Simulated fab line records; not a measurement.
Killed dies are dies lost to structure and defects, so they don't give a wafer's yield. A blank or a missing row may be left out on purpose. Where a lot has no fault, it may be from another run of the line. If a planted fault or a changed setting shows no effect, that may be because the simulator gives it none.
The tool behind it: which one? -- flow n5Finfet -- Sampling: 9 lots, 27 wafers, 7 of 1938 route steps

## WHAT THE GAUGES READ, wafer by wafer
N5_BEOL_M9_OCD_MEAS_38.
lot,measured,on,trenchDepthNm (nm)
L726,day 9 12:14,ocd-01,149 154 150
L727,day 10 04:04,ocd-02,151 151 152
L729,day 10 16:31,ocd-02,149 147 150
L732,day 11 08:33,ocd-02,157 148 158
L735,day 12 07:34,ocd-02,154 152 150
L737,day 12 08:02,ocd-02,150 150 148
L740,day 13 15:22,ocd-01,150 150 152
L742,day 14 02:17,ocd-01,153 148 155
L744,day 14 12:23,ocd-01,146 153 131

N5_BEOL_M9_THK_MEAS_53: measures by xrf.
lot,measured,on,M9_THK (nm)
L726,day 9 14:39,filmMetro-02,133 137 134
L727,day 10 06:32,filmMetro-01,133 135 137
L729,day 10 20:18,filmMetro-01,133 132 132
L732,day 11 10:54,filmMetro-02,140 132 140
L735,day 12 10:19,filmMetro-02,137 134 132
L737,day 12 10:35,filmMetro-02,133 134 134
L740,day 13 17:53,filmMetro-01,135 136 137
L742,day 14 05:22,filmMetro-01,135 131 138
L744,day 14 14:48,filmMetro-01,128 136 114

N5_BEOL_M9_RS_MEAS_57: measures by four-point-probe.
lot,measured,on,M9_RS (ohm/sq)
L726,day 9 14:47,filmMetro-01,0.154 0.148 0.153
L727,day 10 06:40,filmMetro-02,0.153 0.150 0.150
L729,day 10 20:27,filmMetro-01,0.154 0.155 0.155
L732,day 11 11:02,filmMetro-01,0.144 0.155 0.145
L735,day 12 10:27,filmMetro-01,0.147 0.151 0.153
L737,day 12 10:45,filmMetro-02,0.152 0.152 0.152
L740,day 13 18:01,filmMetro-02,0.151 0.149 0.149
L742,day 14 05:30,filmMetro-01,0.150 0.156 0.147
L744,day 14 14:56,filmMetro-02,0.160 0.150 0.182

## TOOL THAT RAN EACH LOT (tool first, then ch and the chambers of the sampled wafers, then the start)
lot,N5_BEOL_M9_ETCH_76,N5_BEOL_M9_TRENCH_ETCH_37,N5_BEOL_M9_STRIP_80,N5_BEOL_M9_PRE_CLEAN_45
L726,"rieDiel-04 ch 1,2, day 9 11:48","rieDiel-04 ch 1,2, day 9 12:03","rieDiel-04 ch 1,2, day 9 12:14 or earlier","pvdSputter-03, day 9 13:04"
L727,"rieDiel-04 ch 0,3, day 10 03:38","rieDiel-04 ch 0,3, day 10 03:53","rieDiel-04 ch 0,3, day 10 04:04 or earlier","pvdSputter-02, day 10 04:53"
L729,"rieDiel-04 ch 0,2,3, day 10 16:05","rieDiel-04 ch 0,2,3, day 10 16:20","rieDiel-04 ch 0,2,3, day 10 16:31 or earlier","pvdSputter-02, day 10 17:20"
L732,"rieDiel-01 ch 0,3, day 11 08:08","rieDiel-01 ch 0,3, day 11 08:22","rieDiel-01 ch 0,3, day 11 08:33 or earlier","pvdSputter-01, day 11 09:28"
L735,"rieDiel-04 ch 0,1,2, day 12 07:08","rieDiel-04 ch 0,1,2, day 12 07:23","rieDiel-04 ch 0,1,2, day 12 07:34 or earlier","pvdSputter-03, day 12 08:37"
L737,"rieDiel-03 ch 1,2, day 12 07:37","rieDiel-03 ch 1,2, day 12 07:52","rieDiel-03 ch 1,2, day 12 08:02 or earlier","pvdSputter-02, day 12 08:45"
L740,"rieDiel-04 ch 0,2, day 13 14:56","rieDiel-04 ch 0,2, day 13 15:11","rieDiel-04 ch 0,2, day 13 15:22 or earlier","pvdSputter-03, day 13 16:32"
L742,"rieDiel-01 ch 0,1,2, day 14 01:52","rieDiel-01 ch 0,1,2, day 14 02:07","rieDiel-01 ch 0,1,2, day 14 02:17 or earlier","pvdSputter-01, day 14 03:51"
L744,"rieDiel-01 ch 0,2,3, day 14 11:58","rieDiel-01 ch 0,2,3, day 14 12:13","rieDiel-01 ch 0,2,3, day 14 12:23 or earlier","pvdSputter-03, day 14 13:20"
- N5_BEOL_M9_ETCH_76: etches underlayer in N2/H2, target depth 6.5 nm, time 5.2 s.
- N5_BEOL_M9_TRENCH_ETCH_37: etches SiCOH lowk in C4F6/O2, target depth 151.43 nm, time 49 s.
- N5_BEOL_M9_STRIP_80: strips in N2/H2, time 10 s.
- N5_BEOL_M9_PRE_CLEAN_45: time 30 s.

## AS READ BY THE TOOLS THEMSELVES (means over the sampled wafers that have a number; for cases with no such wafer, the mark the record gives instead)
N5_BEOL_M9_ETCH_76.
lot,tool,biasW (W),chamberPressureMTorr (mTorr),drypumpMotorCurrentA (A),etchRfOnTimeS (s),h2FlowSccm (sccm),oesProductAu (a.u.),rfVppV (V),showerheadPlenumPTorr (Torr),throttleValvePct (%)
L726,rieDiel-04,149.9,29.99,5.9,5.20,199.8,0.68,524.7,2.58,17.55
L727,rieDiel-04,149.6,30.04,5.1,5.11,200.3,0.60,520.6,2.44,18.24
L729,rieDiel-04,150.2,30.00,5.5,5.23,199.7,0.60,522.4,2.51,18.04
L732,rieDiel-01,150.0,30.01,5.5,5.11,200.5,0.74,525.1,2.54,17.82
L735,rieDiel-04,149.7,29.99,5.5,5.18,200.0,0.65,521.9,2.51,17.82
L737,rieDiel-03,150.3,30.04,5.6,5.28,200.3,0.62,521.5,2.45,18.13
L740,rieDiel-04,149.8,30.01,5.4,5.25,199.5,0.57,524.1,2.55,17.83
L742,rieDiel-01,149.6,30.06,5.9,5.14,199.3,0.70,525.0,2.55,17.81
L744,rieDiel-01,150.2,29.98,5.8,5.21,199.5,0.65,523.1,2.51,17.98

N5_BEOL_M9_TRENCH_ETCH_37.
lot,tool,biasW (W),chamberPressureMTorr (mTorr),drypumpMotorCurrentA (A),oesProductAu (a.u.),rfVppV (V),showerheadPlenumPTorr (Torr),throttleValvePct (%)
L726,rieDiel-04,184.4,30.022,5.9,0.80,666,2.89,20.67
L727,rieDiel-04,185.1,29.995,5.1,0.70,672,2.75,21.24
L729,rieDiel-04,184.5,30.017,5.5,0.69,667,2.82,21.05
L732,rieDiel-01,184.6,29.985,5.5,0.87,651,2.83,20.88
L735,rieDiel-04,185.0,30.025,5.5,0.77,669,2.81,20.90
L737,rieDiel-03,185.5,29.972,5.6,0.72,652,2.77,21.29
L740,rieDiel-04,184.6,29.997,5.4,0.68,664,2.85,20.81
L742,rieDiel-01,185.1,29.985,5.9,0.81,655,2.86,20.89
L744,rieDiel-01,169.8,30.005,5.8,0.74,605,2.80,20.96

N5_BEOL_M9_STRIP_80.
lot,tool,biasPowerW (W),chamberPressureMTorr (mTorr),drypumpMotorCurrentA (A),h2FlowSccm (sccm),oesProductAu (a.u.),rfVppV (V),showerheadPlenumPTorr (Torr),throttleValvePct (%)
L726,rieDiel-04,6.988,20.003,5.9,199.3,0.80,59.8,2.58,23.3
L727,rieDiel-04,6.982,19.998,5.1,200.0,0.69,58.9,2.44,24.1
L729,rieDiel-04,6.997,20.003,5.5,199.3,0.69,59.2,2.51,23.8
L732,rieDiel-01,7.008,20.013,5.5,200.3,0.87,59.1,2.53,23.6
L735,rieDiel-04,7.006,19.997,5.5,199.5,0.77,59.6,2.50,23.6
L737,rieDiel-03,6.994,19.987,5.6,200.5,0.72,58.8,2.44,24.0
L740,rieDiel-04,6.999,19.988,5.5,200.3,0.68,59.5,2.54,23.6
L742,rieDiel-01,7.016,19.990,5.9,200.0,0.81,58.4,2.55,23.6
L744,rieDiel-01,7.007,19.991,5.8,200.1,0.77,59.3,2.50,23.7

N5_BEOL_M9_PRE_CLEAN_45.
lot,tool,heaterPowerW (W)
L726,pvdSputter-03,336
L727,pvdSputter-02,303
L729,pvdSputter-02,299
L732,pvdSputter-01,324
L735,pvdSputter-03,321
L737,pvdSputter-02,304
L740,pvdSputter-03,327
L742,pvdSputter-01,325
L744,pvdSputter-03,349

## THE ANSWER, worked out from the rows above alone
Rule: what is usual is taken from the lots themselves. The widest of any qualifying gaps counts: lots, ordered by their means at a reading, are off when they make up no more than a third of the lots, leave a main group of 4 or more, and stand apart from it by 3 or more times the standard deviation of that group's means. A main group is skipped when, at the precision printed for the reading in the tables above, its means are all equal. A lot without any number at a reading at which 4 lots or more have one is off too. All remaining lots with rows at the step are treated as sound. Order of review: gauges by route order, followed by the tools' own readings, for which a lot's mean as printed above is used. At the first step where some lot is off, the reading lying furthest off is the one used; lots without a number count as furthest.
Off: L744, at N5_BEOL_M9_OCD_MEAS_38 (trenchDepthNm). Main group: mean 151 nm, sd 1.6.
If a tool, at a process step before that reading, ran all the lots that are off and no sound lot after the first of them, it fits. The gauges at N5_BEOL_M9_OCD_MEAS_38 aren't tried: what is off there is off at N5_BEOL_M9_THK_MEAS_53 too, on other tools, and a gauge's error can't cause that. N5_BEOL_M9_STRIP_80: start missing for some lots; hours and lot order therefore follow N5_BEOL_M9_OCD_MEAS_38. One fits: rieDiel-01 at N5_BEOL_M9_ETCH_76 and N5_BEOL_M9_TRENCH_ETCH_37 and N5_BEOL_M9_STRIP_80. At N5_BEOL_M9_ETCH_76 its last sound lot is L742 (day 14 01:52), its first lot that is off L744 (day 14 11:58): a fault that began between those two fits.

## WHAT HAD BEEN PUT IN BY THE SIMULATOR
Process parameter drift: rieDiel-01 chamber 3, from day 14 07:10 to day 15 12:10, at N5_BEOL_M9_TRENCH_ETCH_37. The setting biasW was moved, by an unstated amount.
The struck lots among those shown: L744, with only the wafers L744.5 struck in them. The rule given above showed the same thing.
